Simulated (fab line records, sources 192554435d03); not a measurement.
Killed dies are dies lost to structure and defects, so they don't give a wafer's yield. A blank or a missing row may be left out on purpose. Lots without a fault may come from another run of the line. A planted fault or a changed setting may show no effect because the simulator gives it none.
Chamber matching | flow n5_finfet | N5_BEOL_M5_ALD_86 on ald_metal-04: 4 sister chambers
The step deposits TaN, pulse time 2 s, purge time 3 s, co reactant purge time 2 s. 8 wafers are shown with their chamber, then 7 later ones without.

WAFERS WITH THEIR CHAMBER
wafer  | chamber | heater_power_w (W) | precursor_vessel_pressure_torr (Torr)
L082.5 | 2       | 388                | 26.40
L085.3 | 3       | 379                | 26.21
L085.4 | 2       | 387                | 26.25
L089.1 | 1       | 435                | 26.26
L089.2 | 3       | 381                | 26.15
L089.3 | 0       | 442                | 26.28
L087.2 | 0       | 431                | 26.21
L087.4 | 1       | 425                | 26.28

WAFERS WITHOUT THEIR CHAMBER
wafer  | heater_power_w (W) | precursor_vessel_pressure_torr (Torr)
L087.6 | 396                | 26.25
L088.1 | 431                | 26.26
L088.3 | 426                | 26.29
L088.5 | 450                | 26.35
L093.1 | 439                | 26.39
L093.2 | 436                | 26.29
L093.5 | 432                | 26.35

WHICH CHAMBER EACH WENT THROUGH
wafer  | from the rows above     | in truth
L087.6 | can't be placed: 2 or 3 | 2
L088.1 | can't be placed: 1 or 0 | 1
L088.3 | can't be placed: 1 or 0 | 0
L088.5 | can't be placed: 0 or 1 | 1
L093.1 | can't be placed: 0 or 1 | 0
L093.2 | can't be placed: 0 or 1 | 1
L093.5 | can't be placed: 1 or 0 | 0
Placed correctly: 0 of 7. Can't be placed from these rows: 7 (the true chamber is among the candidates in 7). Placed wrongly: 0.
How it was worked out, from the rows above alone: a wafer's distance from a chamber is the root of the sum, over the readings, of the square of ((its reading less the chamber's mean) divided by the reading's scatter). The wafer belongs to the nearest chamber; if the next one is less than 2 further off, it can't be placed. A chamber's mean is the mean of its shown wafers. The scatter: the root of (the sum of the squares of (reading less its chamber's mean) over the shown wafers, divided by (wafers less chambers)).
